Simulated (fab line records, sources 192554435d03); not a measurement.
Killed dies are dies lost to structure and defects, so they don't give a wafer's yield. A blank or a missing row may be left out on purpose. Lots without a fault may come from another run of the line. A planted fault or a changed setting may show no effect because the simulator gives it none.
Chamber matching | flow n5_finfet | N5_BEOL_M15_TRENCH_ETCH_34 on rie_diel-04: 4 sister chambers
The step etches SiO2 in C4F8/O2/Ar, target depth 872.93 nm, time 199 s. 4 wafers are shown with their chamber, then 10 later ones without.

WAFERS WITH THEIR CHAMBER
wafer  | chamber | drypump_motor_current_A (A)
L083.4 | 2       | 6.0
L083.6 | 0       | 5.1
L084.1 | 1       | 5.5
L084.2 | 3       | 6.4

WAFERS WITHOUT THEIR CHAMBER
wafer  | drypump_motor_current_A (A)
L084.4 | 5.1
L091.2 | 6.0
L091.4 | 5.1
L091.5 | 5.5
L092.2 | 5.1
L092.4 | 6.4
L092.6 | 6.4
L090.2 | 5.5
L090.4 | 5.9
L090.6 | 6.4

WHICH CHAMBER EACH WENT THROUGH
wafer  | from the rows above | in truth
L084.4 | 0                   | 0
L091.2 | 2                   | 2
L091.4 | 0                   | 0
L091.5 | 1                   | 1
L092.2 | 0                   | 0
L092.4 | 3                   | 3
L092.6 | 3                   | 3
L090.2 | 1                   | 1
L090.4 | 2                   | 2
L090.6 | 3                   | 3
Placed correctly: 10 of 10. Can't be placed from these rows: 0. Placed wrongly: 0.
How it was worked out, from the rows above alone: a wafer's distance from a chamber is the root of the sum, over the readings, of the square of ((its reading less the chamber's mean) divided by the reading's scatter). The wafer belongs to the nearest chamber; if the next one is less than 2 further off, it can't be placed. A chamber's mean is the mean of its shown wafers. The scatter: with one shown wafer a chamber, the root of the mean of the squares of how far each hidden wafer lies from its nearest shown one.
